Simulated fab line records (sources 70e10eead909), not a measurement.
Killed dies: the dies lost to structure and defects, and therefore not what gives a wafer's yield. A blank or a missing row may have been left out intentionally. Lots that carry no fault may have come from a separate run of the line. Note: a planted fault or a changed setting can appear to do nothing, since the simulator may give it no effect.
Matching of chambers :: flow nand-harc :: NHARC_P_ZERO_WELL_ETCH_63 on rie-si-06 has 4 sister chambers
The step etches the open film in HBr/Cl2, target depth 120 nm, time 40.1 s. 4 wafers are shown with their chamber, then 7 later ones without.

WAFERS PAIRED WITH THEIR CHAMBERS
wafer: L080.4
chamber: 2
drypump-motor-current-A (A): 4.8

wafer: L080.6
chamber: 0
drypump-motor-current-A (A): 5.7

wafer: L082.1
chamber: 1
drypump-motor-current-A (A): 5.7

wafer: L082.2
chamber: 3
drypump-motor-current-A (A): 6.4

WAFERS WHOSE CHAMBER IS MISSING
wafer: L082.4
drypump-motor-current-A (A): 5.7

wafer: L085.1
drypump-motor-current-A (A): 5.7

wafer: L085.2
drypump-motor-current-A (A): 6.4

wafer: L085.5
drypump-motor-current-A (A): 5.7

wafer: L087.1
drypump-motor-current-A (A): 5.8

wafer: L087.2
drypump-motor-current-A (A): 4.8

wafer: L087.6
drypump-motor-current-A (A): 6.4

WHICH CHAMBER EACH WENT THROUGH
wafer: L082.4
from the rows above: can't be placed: 0 or 1
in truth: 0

wafer: L085.1
from the rows above: can't be placed: 0 or 1
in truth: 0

wafer: L085.2
from the rows above: 3
in truth: 3

wafer: L085.5
from the rows above: can't be placed: 0 or 1
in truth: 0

wafer: L087.1
from the rows above: can't be placed: 0 or 1
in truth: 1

wafer: L087.2
from the rows above: 2
in truth: 2

wafer: L087.6
from the rows above: 3
in truth: 3
Correctly placed: 3 of 7. From these rows, 4 cannot be placed; in 4 the true chamber is one of the candidates. Number placed wrongly: 0.
How it was worked out, from the rows above alone: a wafer's distance from a chamber is the root of the sum, over the readings, of the square of ((its reading less the chamber's mean) divided by the reading's scatter). The wafer belongs to the nearest chamber; if the next one is less than 2 further off, it can't be placed. For every chamber, the mean is computed from those of its wafers that are shown. The scatter: root of mean squared gap, hidden wafer to nearest shown wafer, with one shown wafer a chamber.
